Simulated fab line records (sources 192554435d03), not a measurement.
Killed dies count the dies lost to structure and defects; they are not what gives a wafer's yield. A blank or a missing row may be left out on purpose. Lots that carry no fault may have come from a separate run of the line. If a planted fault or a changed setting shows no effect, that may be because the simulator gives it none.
Split-lot trial    flow n5Finfet    route with 1938 steps; 7 lots, 21 wafers read

## ABOUT THE SPLIT
At N5_BEOL_M10_EXPOSE_08 (exposes mask M10), the setting doseMj was moved away from the recipe's 53.75 on 7 of the 21 wafers read, by -6.9% to +7.2%. For the rest of the wafers, this setting stayed at what the recipe calls for.

## FROM THE SPLIT TO THE READING: what the file shows between them, 15 steps
- N5_BEOL_M10_PEB_09: peb time 60 s
- N5_BEOL_M10_DEVELOP_10: develop time 30 s
- N5_BEOL_M10_CD_MEAS_11: target cd 64.1 nm
- N5_BEOL_M10_DESCUM_16: chemistry O2, time 7.9 s
- N5_BEOL_M10_ETCH_61: etches SiARC in CF4, target depth 39 nm, time 65 s
- N5_BEOL_M10_ETCH_62: etches SOC in N2/H2, target depth 110 nm, overetch 22 nm, time 165 s
- N5_BEOL_M10_STRIP_68: strips in N2/H2
- N5_BEOL_M10_STRIP_67: strips in CF4
- N5_BEOL_M10_HM_OPEN_17: chemistry Cl2/BCl3, target TiN, target depth 20 nm, overetch 6 nm
- N5_BEOL_M10_STRIP_19: strips in O2
- N5_BEOL_M10_CD_MEAS_18: pitch 140 nm, target cd 70 nm
- N5_BEOL_M10_COAT_63: time 60 s, resist thk 100 nm
- N5_BEOL_M10_COAT_64: time 60 s, resist thk 30 nm
- N5_BEOL_M10_PRECLEAN_42: cleans in residue remover, time 60 s
- N5_BEOL_M10_SRD_43: time 30 s

## THE READING
cdNm, in nm, at N5_BEOL_M10_CD_MEAS_35 (target cd 70 nm). On this fab line, fault-free wafers typically give 69.6 nm with a standard deviation of 0.67 nm.

wafer   tool, chamber at the split  doseMj as run  against the recipe  cdNm, nm  against lot-mates on the recipe
L074.3  arfiScanner-03, 0           51.49          -4.2%               66.6      -1.9
L074.4  arfiScanner-03, 0           53.75          recipe              68.5      -
L074.6  arfiScanner-03, 0           51.49          -4.2%               66.6      -1.9
L075.1  arfiScanner-01, 0           53.75          recipe              68.3      -
L075.3  arfiScanner-01, 0           53.75          recipe              68.9      -
L075.4  arfiScanner-01, 0           53.75          recipe              70.1      -
L079.1  arfiScanner-01, 0           53.75          recipe              69.7      -
L079.3  arfiScanner-01, 0           52.63          -2.1%               69.1      -0.6
L079.6  arfiScanner-01, 0           52.63          -2.1%               68.9      -0.8
L083.2  arfiScanner-02, 0           53.75          recipe              69.6      -
L083.4  arfiScanner-02, 0           50.06          -6.9%               64.9      -4.8
L083.6  arfiScanner-02, 0           53.75          recipe              69.7      -
L087.1  arfiScanner-03, 0           57.64          +7.2%               73.9      +4.3
L087.4  arfiScanner-03, 0           57.64          +7.2%               72.9      +3.3
L087.6  arfiScanner-03, 0           53.75          recipe              69.6      -
L090.3  arfiScanner-02, 0           53.75          recipe              70.8      -
L090.4  arfiScanner-02, 0           53.75          recipe              69.5      -
L090.5  arfiScanner-02, 0           53.75          recipe              69.9      -
L091.2  arfiScanner-02, 0           53.75          recipe              69.8      -
L091.5  arfiScanner-02, 0           53.75          recipe              69.7      -
L091.6  arfiScanner-02, 0           53.75          recipe              69.9      -

THE FIT
A straight line over all 21 wafers: cdNm changes by +0.585 nm for each +1% of doseMj; r = +0.95; the points scatter about the line by 0.64 nm.
The same after taking each lot's own level away (the mean of its wafers on the recipe; 21 wafers): +0.544 nm for each +1%; r = +0.96; scatter 0.51 nm.
Per that fit: largest doseMj move, reading shift of 3.9 nm.
The lots' own levels span 68.50 to 70.07 nm, that is 2.3 times the standard deviation above.
The two slopes agree, so the slope changes little with the lot-to-lot level.
Check: with one of the wafers moved furthest among these (+7.2%) left out of the fit, the line predicts +3.78 nm for it against its lot-mates. It came out at +4.3 nm against them.

## THE WHOLE CHAIN: every reading that the file lists as answering this split, in the file's order
step                    what it does                                                          reading                                                               change (the file's fit)                r (the file's)
N5_BEOL_M10_CD_MEAS_11  target cd 64.1 nm                                                     cdNm                                                                  +0.54 nm for each +1% of the setting   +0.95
N5_BEOL_M10_ETCH_61     etches SiARC in CF4, target depth 39 nm, time 65 s                    BEOL_M10.cdOffsetNm (the simulator's own value, which no gauge read)  +0.553 nm for each +1% of the setting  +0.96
N5_BEOL_M10_ETCH_62     etches SOC in N2/H2, target depth 110 nm, overetch 22 nm, time 165 s  BEOL_M10.cdOffsetNm (the simulator's own value, which no gauge read)  +0.562 nm for each +1% of the setting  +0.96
N5_BEOL_M10_HM_OPEN_17  chemistry Cl2/BCl3, target TiN, target depth 20 nm, overetch 6 nm     BEOL_M10.cdOffsetNm (the simulator's own value, which no gauge read)  +0.542 nm for each +1% of the setting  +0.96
N5_BEOL_M10_CD_MEAS_18  pitch 140 nm, target cd 70 nm                                         cdNm                                                                  +0.533 nm for each +1% of the setting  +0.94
N5_BEOL_M10_CD_MEAS_35  target cd 70 nm                                                       cdNm                                                                  +0.572 nm for each +1% of the setting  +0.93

## THE FILE'S OWN FIT
cdNm changes by +0.572 nm for each +1% of doseMj, r = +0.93.
